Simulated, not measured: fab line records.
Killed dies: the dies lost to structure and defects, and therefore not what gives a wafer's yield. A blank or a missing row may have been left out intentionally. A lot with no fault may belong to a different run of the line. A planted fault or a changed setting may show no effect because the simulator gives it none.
Chamber matching :: flow n5 finfet :: 3 sister chambers for N5_BEOL_M9_CURE_71 on uv cure-01
The step cures SiCOH lowk, time 240 s. 6 wafers are shown with their chamber, then 10 later ones without.

## WAFERS WITH THEIR CHAMBER
wafer: L080.4
chamber: 1
wafer_temp_C_max: 387.0
lamp power pct (%): 52.33

wafer: L080.5
chamber: 1
wafer_temp_C_max: 387.5
lamp power pct (%): 52.31

wafer: L081.2
chamber: 2
wafer_temp_C_max: 387.0
lamp power pct (%): 52.32

wafer: L081.6
chamber: 2
wafer_temp_C_max: 386.8
lamp power pct (%): 52.35

wafer: L086.3
chamber: 0
wafer_temp_C_max: 386.7
lamp power pct (%): 52.30

wafer: L086.4
chamber: 0
wafer_temp_C_max: 387.3
lamp power pct (%): 52.37

## WAFERS WITH NO CHAMBER GIVEN
wafer: L086.6
wafer_temp_C_max: 386.7
lamp power pct (%): 52.30

wafer: L088.2
wafer_temp_C_max: 387.1
lamp power pct (%): 52.32

wafer: L088.4
wafer_temp_C_max: 386.1
lamp power pct (%): 52.27

wafer: L088.6
wafer_temp_C_max: 386.6
lamp power pct (%): 52.32

wafer: L090.2
wafer_temp_C_max: 387.4
lamp power pct (%): 52.29

wafer: L090.3
wafer_temp_C_max: 387.4
lamp power pct (%): 52.32

wafer: L090.5
wafer_temp_C_max: 387.6
lamp power pct (%): 52.30

wafer: L095.1
wafer_temp_C_max: 387.4
lamp power pct (%): 52.33

wafer: L095.2
wafer_temp_C_max: 386.6
lamp power pct (%): 52.34

wafer: L095.3
wafer_temp_C_max: 387.8
lamp power pct (%): 52.39

## THE CHAMBER EACH PASSED THROUGH
wafer: L086.6
from the rows above: can't be placed: 2 or 0 or 1
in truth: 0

wafer: L088.2
from the rows above: can't be placed: 1 or 0 or 2
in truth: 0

wafer: L088.4
from the rows above: can't be placed: 2 or 0 or 1
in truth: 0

wafer: L088.6
from the rows above: can't be placed: 2 or 0 or 1
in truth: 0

wafer: L090.2
from the rows above: can't be placed: 1 or 0 or 2
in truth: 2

wafer: L090.3
from the rows above: can't be placed: 1 or 0 or 2
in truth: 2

wafer: L090.5
from the rows above: can't be placed: 1 or 0 or 2
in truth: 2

wafer: L095.1
from the rows above: can't be placed: 1 or 0 or 2
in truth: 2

wafer: L095.2
from the rows above: can't be placed: 2 or 0 or 1
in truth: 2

wafer: L095.3
from the rows above: can't be placed: 1 or 0 or 2
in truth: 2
Correct placement for 0 of the 10. From these rows, 10 cannot be placed; in 10 the true chamber is one of the candidates. Wrongly placed: 0.
How it was worked out, from the rows above alone: a wafer's distance from a chamber is the root of the sum, over the readings, of the square of ((its reading less the chamber's mean) divided by the reading's scatter). If the next closest chamber is less than 2 further off than the closest, the wafer can't be placed; otherwise it belongs to the closest. For every chamber, the mean is computed from those of its wafers that are shown. The scatter is the square root of a quotient: the sum, over the shown wafers, of each reading's squared deviation from its chamber's mean, divided by wafers minus chambers.
